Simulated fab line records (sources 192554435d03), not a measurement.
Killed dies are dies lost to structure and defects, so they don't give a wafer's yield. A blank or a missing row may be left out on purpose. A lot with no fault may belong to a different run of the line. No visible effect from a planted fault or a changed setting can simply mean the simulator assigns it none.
Chamber matching / flow n5_finfet / N5_BEOL_M6_ETCH_72 on rie_diel-06 has 4 sister chambers
The step etches underlayer in N2/H2, target depth 6.5 nm, time 5.2 s. 4 wafers are shown with their chamber, then 10 later ones without.

WAFERS PAIRED WITH THEIR CHAMBERS
wafer=L082.6; chamber=1; showerhead_plenum_p_Torr (Torr)=2.69
wafer=L084.2; chamber=2; showerhead_plenum_p_Torr (Torr)=2.51
wafer=L088.1; chamber=0; showerhead_plenum_p_Torr (Torr)=2.67
wafer=L088.4; chamber=3; showerhead_plenum_p_Torr (Torr)=2.60

WAFERS WHOSE CHAMBER IS MISSING
wafer=L088.6; showerhead_plenum_p_Torr (Torr)=2.69
wafer=L091.2; showerhead_plenum_p_Torr (Torr)=2.59
wafer=L091.5; showerhead_plenum_p_Torr (Torr)=2.66
wafer=L091.6; showerhead_plenum_p_Torr (Torr)=2.59
wafer=L094.1; showerhead_plenum_p_Torr (Torr)=2.68
wafer=L094.5; showerhead_plenum_p_Torr (Torr)=2.68
wafer=L094.6; showerhead_plenum_p_Torr (Torr)=2.59
wafer=L096.1; showerhead_plenum_p_Torr (Torr)=2.59
wafer=L096.4; showerhead_plenum_p_Torr (Torr)=2.68
wafer=L096.5; showerhead_plenum_p_Torr (Torr)=2.50

WHICH CHAMBER EACH ONE RAN IN
wafer=L088.6; from the rows above=1; in truth=1
wafer=L091.2; from the rows above=3; in truth=3
wafer=L091.5; from the rows above=0; in truth=0
wafer=L091.6; from the rows above=3; in truth=3
wafer=L094.1; from the rows above=can't be placed: 1 or 0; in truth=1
wafer=L094.5; from the rows above=can't be placed: 1 or 0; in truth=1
wafer=L094.6; from the rows above=3; in truth=3
wafer=L096.1; from the rows above=3; in truth=3
wafer=L096.4; from the rows above=can't be placed: 1 or 0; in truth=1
wafer=L096.5; from the rows above=2; in truth=2
Placed correctly: 7 of 10. Cannot be placed on the basis of these rows: 3; the candidates contain the true chamber in 3. Wrongly placed: 0.
How it was worked out, from the rows above alone: a wafer's distance from a chamber is the root of the sum, over the readings, of the square of ((its reading less the chamber's mean) divided by the reading's scatter). The wafer belongs to the nearest chamber; if the next one is less than 2 further off, it can't be placed. The mean given for a chamber averages the wafers shown for that chamber. The scatter (one wafer shown for each chamber): square how far every hidden wafer sits from the nearest shown wafer, average those squares and take the square root.
